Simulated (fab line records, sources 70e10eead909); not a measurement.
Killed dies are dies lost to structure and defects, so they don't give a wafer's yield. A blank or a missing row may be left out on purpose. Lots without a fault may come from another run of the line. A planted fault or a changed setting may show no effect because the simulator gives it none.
Chamber matching | flow nand_harc | NHARC_A_BLC_STRIP_21 on rie_diel-13: 4 sister chambers
The step strips in O2. 4 wafers are shown with their chamber, then 11 later ones without.

WAFERS WITH THEIR CHAMBER
wafer  | chamber | showerhead_plenum_p_Torr (Torr)
L086.6 | 3       | 3.31
L087.1 | 2       | 3.53
L087.2 | 1       | 3.64
L090.1 | 0       | 3.35

WAFERS WITHOUT THEIR CHAMBER
wafer  | showerhead_plenum_p_Torr (Torr)
L090.2 | 3.64
L090.5 | 3.53
L091.1 | 3.53
L091.5 | 3.35
L091.6 | 3.53
L095.2 | 3.64
L095.3 | 3.35
L095.6 | 3.30
L097.1 | 3.35
L097.3 | 3.53
L097.6 | 3.35

WHICH CHAMBER EACH WENT THROUGH
wafer  | from the rows above | in truth
L090.2 | 1                   | 1
L090.5 | 2                   | 2
L091.1 | 2                   | 2
L091.5 | 0                   | 0
L091.6 | 2                   | 2
L095.2 | 1                   | 1
L095.3 | 0                   | 0
L095.6 | 3                   | 3
L097.1 | 0                   | 0
L097.3 | 2                   | 2
L097.6 | 0                   | 0
Placed correctly: 11 of 11. Can't be placed from these rows: 0. Placed wrongly: 0.
How it was worked out, from the rows above alone: a wafer's distance from a chamber is the root of the sum, over the readings, of the square of ((its reading less the chamber's mean) divided by the reading's scatter). The wafer belongs to the nearest chamber; if the next one is less than 2 further off, it can't be placed. A chamber's mean is the mean of its shown wafers. The scatter: with one shown wafer a chamber, the root of the mean of the squares of how far each hidden wafer lies from its nearest shown one.
